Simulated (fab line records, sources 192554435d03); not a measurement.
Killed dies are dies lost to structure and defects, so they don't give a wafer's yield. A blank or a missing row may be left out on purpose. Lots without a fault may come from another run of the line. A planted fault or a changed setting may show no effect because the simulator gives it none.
Which tool did it? | flow n5_finfet | 10 lots, 30 wafers sampled, at 4 steps of a route of 1938

WHAT THE GAUGES READ, wafer by wafer
N5_BEOL_M9_CD_MEAS_35: target cd 70 nm, target cd y 40 nm.
lot  | measured     | on        | cd_nm (nm)
L617 | day 10 15:45 | cd_sem-01 | 70.4 70.4 69.9
L622 | day 13 04:00 | cd_sem-03 | 69.6 69.2 70.1
L627 | day 16 01:22 | cd_sem-02 | 70.3 71.0 70.3
L628 | day 16 12:35 | cd_sem-03 | 70.7 70.0 70.6
L630 | day 17 05:29 | cd_sem-02 | 69.8 69.5 69.9
L633 | day 17 05:45 | cd_sem-01 | 70.2 69.9 70.4
L638 | day 18 11:02 | cd_sem-01 | 70.2 70.2 70.5
L640 | day 18 10:57 | cd_sem-02 | 70.5 71.0 70.3
L635 | day 19 01:13 | cd_sem-03 | 69.4 69.6 70.2
L639 | day 19 19:38 | cd_sem-02 | 69.0 70.3 69.9

WHICH TOOL RAN EACH LOT (tool, then ch and the chambers of the sampled wafers, then the start)
lot  | N5_BEOL_M9_STRIP_67                | N5_BEOL_M9_STRIP_19                | N5_BEOL_M9_VIA_ETCH_34
L617 | rie_diel-01 ch 0,2,3, day 10 13:36 | rie_diel-03 ch 0,2, day 10 13:45   | rie_diel-01 ch 0,2, day 10 15:19
L622 | rie_diel-06 ch 0,2, day 13 01:13   | rie_diel-06 ch 0,3, day 13 01:22   | rie_diel-06 ch 0,3, day 13 03:35
L627 | rie_diel-01 ch 0,3, day 15 22:52   | rie_diel-01 ch 0,2,3, day 15 23:01 | rie_diel-01 ch 0,3, day 16 00:55
L628 | rie_diel-01 ch 1,2,3, day 16 08:24 | rie_diel-03 ch 0,1,2, day 16 08:39 | rie_diel-01 ch 1,2,3, day 16 12:08
L630 | rie_diel-01 ch 0,3, day 17 04:10   | rie_diel-06 ch 1,3, day 17 04:19   | rie_diel-01 ch 0,3, day 17 05:02
L633 | rie_diel-06 ch 0,1, day 17 04:12   | rie_diel-01 ch 0,1, day 17 04:23   | rie_diel-03 ch 1,2, day 17 05:19
L638 | rie_diel-03 ch 0,1, day 18 07:54   | rie_diel-01 ch 0,1, day 18 08:05   | rie_diel-03 ch 0,1,2, day 18 10:32
L640 | rie_diel-03 ch 0,3, day 18 08:09   | rie_diel-03 ch 0,1,2, day 18 08:24 | rie_diel-06 ch 2,3, day 18 10:30
L635 | rie_diel-06 ch 0,3, day 18 20:59   | rie_diel-01 ch 0,2, day 18 21:10   | rie_diel-03 ch 0,1,3, day 19 00:47
L639 | rie_diel-06 ch 0,2,3, day 19 15:02 | rie_diel-01 ch 0,3, day 19 15:11   | rie_diel-01 ch 1,2,3, day 19 19:12
- N5_BEOL_M9_STRIP_67: strips in CF4.
- N5_BEOL_M9_STRIP_19: strips in O2.
- N5_BEOL_M9_VIA_ETCH_34: etches SiCOH lowk in C4F6/O2, target depth 182.4 nm, time 68.4 s.

THE ANSWER, worked out from the rows above alone
Rule: what is usual is taken from the lots themselves. Put in order of their means at a reading, lots are off if they are a third of the lots or fewer, leave a main group of 4 or more, and stand apart from it by a gap of 3 or more times the standard deviation of the main group's means; of several such gaps the widest counts. A main group whose means are all the same, to the digits that the tables above print for the reading, isn't used. A lot without any number at a reading at which 4 lots or more have one is off too. The other lots that the step has rows for count as sound.
No lot is off at any reading shown: from this, nothing can be told.

WHAT THE SIMULATOR HAD PUT IN
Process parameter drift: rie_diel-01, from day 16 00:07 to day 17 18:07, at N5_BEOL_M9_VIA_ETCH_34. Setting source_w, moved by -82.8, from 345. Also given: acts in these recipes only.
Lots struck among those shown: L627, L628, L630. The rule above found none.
